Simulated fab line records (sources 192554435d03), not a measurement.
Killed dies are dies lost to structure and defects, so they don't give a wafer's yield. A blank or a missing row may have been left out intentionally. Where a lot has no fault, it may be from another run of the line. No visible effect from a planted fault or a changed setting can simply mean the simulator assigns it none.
fab line records -- flow n5Finfet
record lots=7, wafers=39
route steps=1938 shown WELL_APT@39 DUMMY_GATE@237 SD_EPI_N@275 SD_EPI_P@314 HKMG_FIN@402 GATE_CUT@466 MOL_CONTACT_COAG@538 BEOL_M4@1111
startH: hours from the record's opening day to when the first of the lot's shown wafers began -- waitH: hours elapsed since this lot's preceding step -- " same as the row above -- L1.1+2: several wafers, shown together as one row -- - no value, or no start given -- * or withheld: withheld -- < > ~ a bound
route shown NAME@n: a module of which the file shows steps, and the number in the route of the first -- usual: mean/standard deviation of fault-free wafers -- same: alike in all rows -- chamber/n: place in a boat -- sites: the reading at each site -- _std_site: how widely they spread, as a standard deviation -- _edge_site: the outer-site mean with the inner-site mean subtracted -- radiusMm: how far each site lies from the wafer's centre -- mask NAME#n: copy n -- behind: the tool/chamber that last shaped the wafer -- hold: the reason the lot was held/the length of the hold in hours/how it ended -- device: whichever transistor did not switch (one of n, p or np) -- end of line: at the end of the route, the tests of the same wafers -- step lacking rows: just its recipe -- killed: the dies lost at the first sort to structure and to defects; this is not the yield of the wafer -- map: the dies of a wafer, with x for killed, . for not killed, _ for no die there
set.NAME: the run value of the setting; set.NAME@STEP: its run value at that earlier step -- model.NAME: the simulator's own value behind a step, which no gauge read
one table per step and one row per wafer, for lots whose settings were changed on purpose
## steps
# step N5_WELL_APT_EXPOSE_22
# recipe maskId=PWELL, na=0.8, sourceShape=conventional, sigmaOuter=0.8, polarization=unpolarized, defocusNm=0, targetCdNm=200, doseMj=23.2
# step N5_DUMMY_GATE_ETCH_37
# recipe chemistry=N2/H2, target=SOC, targetDepthA=600, overetchA=300, tempC=40, ionEnergyEv=200, pressureMtorr=30, sourceW=840, biasW=150, n2FlowSccm=200, h2FlowSccm=200
# step N5_SD_EPI_N_ETCH_35
# recipe chemistry=N2/H2, target=SOC, overetchA=1080, maskMaterial=SiARC, tempC=40, ionEnergyEv=100, sourceW=3000, biasW=133, pressureMtorr=20, timeS=486, n2FlowSccm=200, h2FlowSccm=200
# step N5_SD_EPI_P_SD_RECESS_17
# recipe chemistry=HBr/Cl2/O2, targetDepthA=391, btTimeS=3, pressureMtorr=10, icpW=800, biasW=112, HBr_flow_sccm=150, Cl2_flow_sccm=80, O2_flow_sccm=12
# step N5_HKMG_FIN_ETCH_54
# recipe chemistry=CF4, target=SiARC, targetDepthA=455, maskMaterial=CAR-ArF, timeS=75.8, ionEnergyEv=80, pressureMtorr=40, sourceW=545, biasW=36, Ar_flow_sccm=100, cf4FlowSccm=100, ends=cleared
# step N5_GATE_CUT_ETCH_56
# recipe chemistry=Cl2/Ar, target=TiN, targetDepthA=216, pressureMtorr=10, icpW=600, biasW=60, Cl2_flow_sccm=40, Ar_flow_sccm=60
# step N5_MOL_CONTACT_COAG_ETCH_110
# recipe chemistry=CF4/O2, target=Si, targetDepthA=25, timeS=8, pressureMtorr=100, sourceW=200, biasW=12, ionEnergyEv=60, Ar_flow_sccm=100, cf4FlowSccm=100, O2_flow_sccm=10
# step N5_MOL_CONTACT_COAG_SPUTTER_143
# recipe material=Co, targetThkA=25, tempC=25, chamberPressurePa=0.2
# step N5_MOL_CONTACT_COAG_EXPOSE_81
# recipe maskId=VG, na=0.33, sourceShape=annular, sigmaInner=0.3, sigmaOuter=0.7, polarization=unpolarized, defocusNm=0, doseMj=59.5
# step N5_BEOL_M4_RC_MEAS_101
# usual CJ_P=5.79/0.11
lot.wafer,tool,chamber,startH,waitH,set.doseMj@WELL_APT_EXPOSE_22,set.sourceW@DUMMY_GATE_ETCH_37,set.sourceW@SD_EPI_N_ETCH_35,set.targetDepthA@SD_EPI_P_SD_RECESS_17,set.sourceW@HKMG_FIN_ETCH_54,set.biasW@GATE_CUT_ETCH_56,set.biasW@MOL_CONTACT_COAG_ETCH_110,set.targetThkA@MOL_CONTACT_COAG_SPUTTER_143,set.doseMj@MOL_CONTACT_COAG_EXPOSE_81,CJ_P
L074.2,prober-01,0,170.50,0.2,23.2,840,3000,391,545,60,12,25,59.5,5.85
L074.4,prober-01,0,170.50,0.2,23.2,840,3000,391,545,60,12,25,59.5,5.65
L074.5,prober-01,0,170.50,0.2,23.2,840,3000,391,545,60,12,25,59.5,5.78
L077.1,prober-01,0,215.64,0.0,23.2,840,2439,391,494.2,60,12,28.06,55.48,5.55
L077.2,prober-01,0,215.64,0.0,23.2,840,3000,410.2,494.2,60,12,25,59.5,5.94
L077.3,prober-01,0,215.64,0.0,23.2,787.7,3000,391,545,49.95,12,25,55.48,5.76
L077.4,prober-01,0,215.64,0.0,23.2,787.7,3000,391,494.2,49.95,12,28.06,59.5,5.80
L077.5,prober-01,0,215.64,0.0,23.2,840,2439,410.2,545,60,12,28.06,55.48,6.10
L077.6,prober-01,0,215.64,0.0,23.2,787.7,2439,410.2,545,49.95,12,25,59.5,5.83
L084.1,prober-02,0,251.22,0.0,24.68,840,3000,391,600.4,53.76,12,22.11,59.5,5.94
L084.2,prober-02,0,251.22,0.0,23.2,840,3000,391,545,53.76,12,25,61.69,5.80
L084.3,prober-02,0,251.22,0.0,23.2,840,3000,391,600.4,60,12,22.11,61.69,5.81
L084.4,prober-02,0,251.22,0.0,23.2,840,3000,391,545,60,12,25,61.69,5.93
L084.5,prober-02,0,251.22,0.0,24.68,840,3000,391,600.4,60,12,25,59.5,5.85
L084.6,prober-02,0,251.22,0.0,24.68,840,3000,391,545,53.76,12,22.11,59.5,5.81
L086.1,prober-01,0,269.43,0.0,23.2,840,3563,391,545,52.73,13.39,25,64.2,5.98
L086.2,prober-01,0,269.43,0.0,23.2,786.6,3000,391,545,52.73,12,25,59.5,5.93
L086.3,prober-01,0,269.43,0.0,23.2,786.6,3000,391,517.6,60,13.39,25,64.2,5.93
L086.4,prober-01,0,269.43,0.0,23.2,840,3000,391,517.6,60,12,23.96,64.2,5.94
L086.5,prober-01,0,269.43,0.0,23.2,840,3563,391,545,60,13.39,23.96,59.5,5.94
L086.6,prober-01,0,269.43,0.0,23.2,786.6,3563,391,517.6,52.73,12,23.96,59.5,5.88
L089.1,prober-02,0,284.71,0.0,23.2,840,3000,423.5,456.8,60,13.88,25,59.5,6.14
L089.2,prober-02,0,284.71,0.0,23.2,840,3485,391,545,60,13.88,27.28,59.5,5.61
L089.3,prober-02,0,284.71,0.0,23.2,840,3000,391,456.8,60,12,27.28,59.5,5.83
L089.4,prober-02,0,284.71,0.0,23.2,840,3000,423.5,545,60,13.88,25,59.5,6.12
L089.5,prober-02,0,284.71,0.0,23.2,840,3485,391,545,60,12,25,59.5,5.58
L089.6,prober-02,0,284.71,0.0,23.2,840,3485,423.5,456.8,60,12,27.28,59.5,6.01
L092.1,prober-01,0,299.75,0.0,23.96,840,3177,378.3,630,60,9.896,25,59.5,5.50
L092.2,prober-01,0,299.75,0.0,23.96,892.1,3000,391,630,60,12,25,63.34,5.82
L092.3,prober-01,0,299.75,0.0,23.2,840,3000,378.3,630,60,9.896,27.76,63.34,5.77
L092.4,prober-01,0,299.75,0.0,23.96,892.1,3177,378.3,545,60,12,27.76,63.34,5.47
L092.5,prober-01,0,299.75,0.0,23.2,892.1,3000,391,545,60,12,25,59.5,5.95
L092.6,prober-01,0,299.75,0.0,23.2,840,3177,391,545,60,9.896,27.76,59.5,5.70
L097.1,prober-02,0,331.66,0.0,23.2,840,3000,358.7,468.3,65.84,12,28.1,59.5,5.15
L097.2,prober-02,0,331.66,0.0,23.2,840,3157,358.7,468.3,60,12,28.1,57.53,5.31
L097.3,prober-02,0,331.66,0.0,23.2,840,3157,391,468.3,65.84,12,25,57.53,6.03
L097.4,prober-02,0,331.66,0.0,23.2,840,3000,391,545,65.84,12,25,59.5,5.78
L097.5,prober-02,0,331.66,0.0,23.2,840,3157,358.7,545,60,12,25,59.5,5.22
L097.6,prober-02,0,331.66,0.0,23.2,840,3000,391,545,60,12,28.1,57.53,5.96
## key
split step=N5_WELL_APT_EXPOSE_22, setting=doseMj, statedAs=23.2
response none clear
split step=N5_DUMMY_GATE_ETCH_37, setting=sourceW, statedAs=840
response none clear
split step=N5_SD_EPI_N_ETCH_35, setting=sourceW, statedAs=3000
response none clear
split step=N5_SD_EPI_P_SD_RECESS_17, setting=targetDepthA, statedAs=391
response step=N5_BEOL_M4_RC_MEAS_101, reading=CJ_P, slope=+0.0656, per=1%, togetherWith=all, explained=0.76
split step=N5_HKMG_FIN_ETCH_54, setting=sourceW, statedAs=545
response none clear
split step=N5_GATE_CUT_ETCH_56, setting=biasW, statedAs=60
response none clear
split step=N5_MOL_CONTACT_COAG_ETCH_110, setting=biasW, statedAs=12
response none clear
split step=N5_MOL_CONTACT_COAG_SPUTTER_143, setting=targetThkA, statedAs=25
response none clear
split step=N5_MOL_CONTACT_COAG_EXPOSE_81, setting=doseMj, statedAs=59.5
response none clear
